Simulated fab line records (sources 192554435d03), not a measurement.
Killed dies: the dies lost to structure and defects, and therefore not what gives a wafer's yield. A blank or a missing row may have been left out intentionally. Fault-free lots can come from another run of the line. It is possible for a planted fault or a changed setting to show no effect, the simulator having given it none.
Which tool did it? | flow n5Finfet | 9 lots with 25 wafers sampled at 5 steps, on a route of 1938 steps

## WHAT EACH GAUGE READ, for each wafer
N5_BEOL_M4_RC_MEAS_101.
lot  | measured     | on        | DIBL_N (mV/V)
L160 | day 8 18:03  | prober-02 | 35.1 37.2 37.5
L162 | day 9 03:32  | prober-02 | 37.5 40.4 37.1
L164 | day 9 04:58  | prober-01 | 38.8 36.9 37.5
L165 | day 9 08:10  | prober-01 | 36.3 35.7 37.0
L169 | day 10 16:14 | prober-01 | 34.8 35.1
L174 | day 11 13:01 | prober-01 | 36.7 36.9
L178 | day 13 01:27 | prober-01 | 35.4 37.0 35.2
L179 | day 13 05:11 | prober-02 | 35.5 32.0 35.6
L181 | day 14 00:20 | prober-01 | 39.1 37.7 39.5

## EACH LOT AND THE TOOL THAT RAN IT (in order: tool; ch and the chambers of the sampled wafers; start)
lot  | N5_FIN_SAQP_ETCH_69              | N5_FIN_SAQP_STRIP_70             | N5_FIN_SAQP_ETCH_34              | N5_FIN_SAQP_FIN_ETCH_36
L160 | rieDiel-05 ch 0,3, day 2 13:47   | rieDiel-05 ch 0,3, day 2 13:53   | rieDiel-05 ch 0,2, day 2 14:48   | rieSi-01 ch 0,1,2, day 2 15:01
L162 | rieDiel-04 ch 0,1,3, day 3 01:08 | rieDiel-04 ch 0,1,3, day 3 01:14 | rieDiel-04 ch 0,1, day 3 02:22   | rieSi-04 ch 0,1,3, day 3 02:35
L164 | rieDiel-02 ch 0,2,3, day 3 13:26 | rieDiel-02 ch 0,2,3, day 3 13:32 | rieDiel-04 ch 0,1, day 3 14:35   | rieSi-04 ch 0,1,2, day 3 14:47
L165 | rieDiel-04 ch 2,3, day 3 21:05   | rieDiel-04 ch 2,3, day 3 21:11   | rieDiel-04 ch 0,2, day 3 22:08   | rieSi-04 ch 0,3, day 3 22:21
L169 | rieDiel-02 ch 2,3, day 4 22:04   | rieDiel-02 ch 2,3, day 4 22:10   | rieDiel-04 ch 0, day 5 02:53     | rieSi-04 ch 2, day 5 03:07
L174 | rieDiel-05 ch 1, day 6 01:13     | rieDiel-05 ch 1, day 6 01:19     | rieDiel-04 ch 0,2, day 6 02:38   | rieSi-03 ch 0,3, day 6 02:50
L178 | rieDiel-05 ch 0,1,2, day 7 00:58 | rieDiel-05 ch 0,1,2, day 7 01:04 | rieDiel-05 ch 1,2,3, day 7 01:55 | rieSi-04 ch 0,2,3, day 7 02:08
L179 | rieDiel-04 ch 1,2,3, day 7 06:55 | rieDiel-04 ch 1,2,3, day 7 07:01 | rieDiel-05 ch 0,2, day 7 07:53   | rieSi-01 ch 0,2,3, day 7 08:05
L181 | rieDiel-04 ch 0,1, day 7 18:54   | rieDiel-04 ch 0,1, day 7 19:00   | rieDiel-05 ch 0,1,2, day 7 19:50 | rieSi-03 ch 1,2, day 7 20:04
- N5_FIN_SAQP_ETCH_69: etches SOC in N2/H2, stops on SiNx, target depth 150 nm.
- N5_FIN_SAQP_STRIP_70: strips in N2/H2.
- N5_FIN_SAQP_ETCH_34: etches SiO2 in C4F6/O2, target depth 45 nm, time 15 s.
- N5_FIN_SAQP_FIN_ETCH_36: etches the open film in HBr/Cl2/O2, target depth 120 nm, time 50.4 s.

## THE ANSWER, worked out from the rows above alone
Rule: what is usual is taken from the lots themselves. Put in order of their means at a reading, lots are off if they are a third of the lots or fewer, leave a main group of 4 or more, and stand apart from it by a gap of 3 or more times the standard deviation of the main group's means; of several such gaps the widest counts. If all means in a main group match to the digits the tables above print for the reading, that group is not used. Also off: a lot with no number at a reading for which 4 or more lots have one. All remaining lots with rows at the step are treated as sound.
No lot is off on any of the readings shown, so nothing can be concluded from this.

## WHAT THE SIMULATOR PUT IN
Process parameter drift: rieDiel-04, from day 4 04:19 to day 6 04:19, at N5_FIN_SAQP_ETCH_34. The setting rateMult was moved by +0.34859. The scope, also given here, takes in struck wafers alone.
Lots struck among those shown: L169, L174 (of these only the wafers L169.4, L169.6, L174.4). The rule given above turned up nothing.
